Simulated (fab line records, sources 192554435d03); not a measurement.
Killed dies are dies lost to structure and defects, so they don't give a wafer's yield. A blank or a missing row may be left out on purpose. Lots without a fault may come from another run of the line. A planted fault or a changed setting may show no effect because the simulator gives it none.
Split-lot experiment | flow n5_finfet | 7 lots, 39 wafers read, on a route of 1938 steps

THE SPLIT
At N5_BEOL_M13_SPUTTER_44 (material Ta, target thk 10 nm, time 16.13 s), the setting target_thk_a was moved away from the recipe's 100 angstrom on 9 of the 39 wafers read, by +15.5% to +52.5%. The other wafers ran this setting at the recipe's value.

FROM THE SPLIT TO THE READING: what the file shows between them, 3 steps
- N5_BEOL_M13_SPUTTER_45: material Cu, target thk 80 nm, time 13.33 s
- N5_BEOL_M13_ECD_47: material Cu, target thk 936 nm
- N5_BEOL_M13_ANNEAL_48: time 90 s

THE READING
barrier_field_endpoint_s, in s, at N5_BEOL_M13_CMP_49 (polishes, stops on SiOC, t overpolish 17.1 s, target thk 420 nm). Fault-free wafers of this fab line usually give 30.4 s, standard deviation 0.66 s.

wafer  | tool, chamber at the split | target_thk_a as run, angstrom | against the recipe | barrier_field_endpoint_s, s | against lot-mates on the recipe
L079.3 | pvd_sputter-03, -          | 100                           | recipe             | 30.4                        | -
L079.1 | pvd_sputter-03, -          | 100                           | recipe             | 28.4                        | -
L079.2 | pvd_sputter-03, -          | 100                           | recipe             | 28.7                        | -
L079.4 | pvd_sputter-03, -          | 100                           | recipe             | 29.2                        | -
L079.6 | pvd_sputter-03, -          | 100                           | recipe             | 29.6                        | -
L079.5 | pvd_sputter-03, -          | 100                           | recipe             | 29.9                        | -
L075.4 | pvd_sputter-01, -          | 100                           | recipe             | 30.6                        | -
L075.3 | pvd_sputter-01, -          | 120.2                         | +20.2%             | 32.9                        | +2.5
L075.1 | pvd_sputter-01, -          | 120.2                         | +20.2%             | 32.8                        | +2.4
L075.2 | pvd_sputter-01, -          | 100                           | recipe             | 30.1                        | -
L075.5 | pvd_sputter-01, -          | 100                           | recipe             | 30.5                        | -
L075.6 | pvd_sputter-01, -          | 120.2                         | +20.2%             | 33.0                        | +2.6
L082.3 | pvd_sputter-01, -          | 115.5                         | +15.5%             | 32.4                        | +2.4
L082.2 | pvd_sputter-01, -          | 100                           | recipe             | 30.0                        | -
L082.1 | pvd_sputter-01, -          | 100                           | recipe             | 29.7                        | -
L082.4 | pvd_sputter-01, -          | 115.5                         | +15.5%             | 33.2                        | +3.2
L082.6 | pvd_sputter-01, -          | 115.5                         | +15.5%             | 31.9                        | +1.9
L082.5 | pvd_sputter-01, -          | 100                           | recipe             | 30.2                        | -
L086.4 | pvd_sputter-02, -          | 100                           | recipe             | 30.2                        | -
L086.3 | pvd_sputter-02, -          | 100                           | recipe             | 30.4                        | -
L086.1 | pvd_sputter-02, -          | 100                           | recipe             | 30.1                        | -
L086.2 | pvd_sputter-02, -          | 100                           | recipe             | 30.9                        | -
L086.5 | pvd_sputter-02, -          | 100                           | recipe             | 31.4                        | -
L086.6 | pvd_sputter-02, -          | 100                           | recipe             | 30.9                        | -
L084.3 | pvd_sputter-01, -          | 100                           | recipe             | 29.8                        | -
L084.1 | pvd_sputter-01, -          | 100                           | recipe             | 30.2                        | -
L084.4 | pvd_sputter-01, -          | 100                           | recipe             | 30.9                        | -
L084.2 | pvd_sputter-01, -          | 100                           | recipe             | 30.2                        | -
L084.5 | pvd_sputter-01, -          | 100                           | recipe             | 29.1                        | -
L084.6 | pvd_sputter-01, -          | 100                           | recipe             | 30.3                        | -
L092.1 | pvd_sputter-03, -          | 100                           | recipe             | 30.3                        | -
L092.4 | pvd_sputter-03, -          | 152.5                         | +52.5%             | 36.2                        | +5.7
L092.3 | pvd_sputter-03, -          | 152.5                         | +52.5%             | 38.0                        | +7.5
L092.2 | pvd_sputter-03, -          | 152.5                         | +52.5%             | 36.9                        | +6.4
L092.6 | pvd_sputter-03, -          | 100                           | recipe             | 30.8                        | -
L092.5 | pvd_sputter-03, -          | 100                           | recipe             | 30.5                        | -
L097.2 | pvd_sputter-01, -          | 100                           | recipe             | 30.3                        | -
L097.1 | pvd_sputter-01, -          | 100                           | recipe             | 29.6                        | -
L097.6 | pvd_sputter-01, -          | 100                           | recipe             | 30.2                        | -

THE FIT
A straight line over all 39 wafers: barrier_field_endpoint_s changes by +0.133 s for each +1% of target_thk_a; r = +0.95; the points scatter about the line by 0.64 s.
The same after taking each lot's own level away (the mean of its wafers on the recipe; 39 wafers): +0.126 s for each +1%; r = +0.96; scatter 0.52 s.
On that fit, the largest move of target_thk_a shifts the reading by 6.6 s.
The lots' own levels span 29.37 to 30.65 s, that is 1.9 times the standard deviation above.
So the lot-to-lot level changes the slope little: the two slopes agree.
Check: with one of the wafers moved furthest among these (+52.5%) left out of the fit, the line predicts +7 s for it against its lot-mates. It came out at +5.67 s against them.

OTHER SPLITS ON THESE WAFERS
These wafers also went through other splits before the reading. Each is held against what the fit with the lots' levels taken away leaves over:
other split on the same wafers        | wafers away from the commonest value | r with barrier_field_endpoint_s (lot level and that fit taken away)
N5_BEOL_M8_ILD_DEP_00 target_thk_a    | 9                                    | +0.02
N5_BEOL_M9_VIA_ETCH_34 target_depth_a | 15                                   | -0.04

THE WHOLE CHAIN: every reading that the file lists as answering this split, in the file's order
step                   | what it does                                                    | reading                                                                           | change (the file's fit)               | r (the file's)
N5_BEOL_M13_SPUTTER_44 | material Ta, target thk 10 nm, time 16.13 s                     | Ta_of_BEOL_M13_SPUTTER_44.thk_nm (the simulator's own value, which no gauge read) | +0.103 nm for each +1% of the setting | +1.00
N5_BEOL_M13_CMP_49     | polishes, stops on SiOC, t overpolish 17.1 s, target thk 420 nm | barrier_field_endpoint_s                                                          | +0.127 s for each +1% of the setting  | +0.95

THE FILE'S OWN FIT
barrier_field_endpoint_s changes by +0.127 s for each +1% of target_thk_a, r = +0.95.
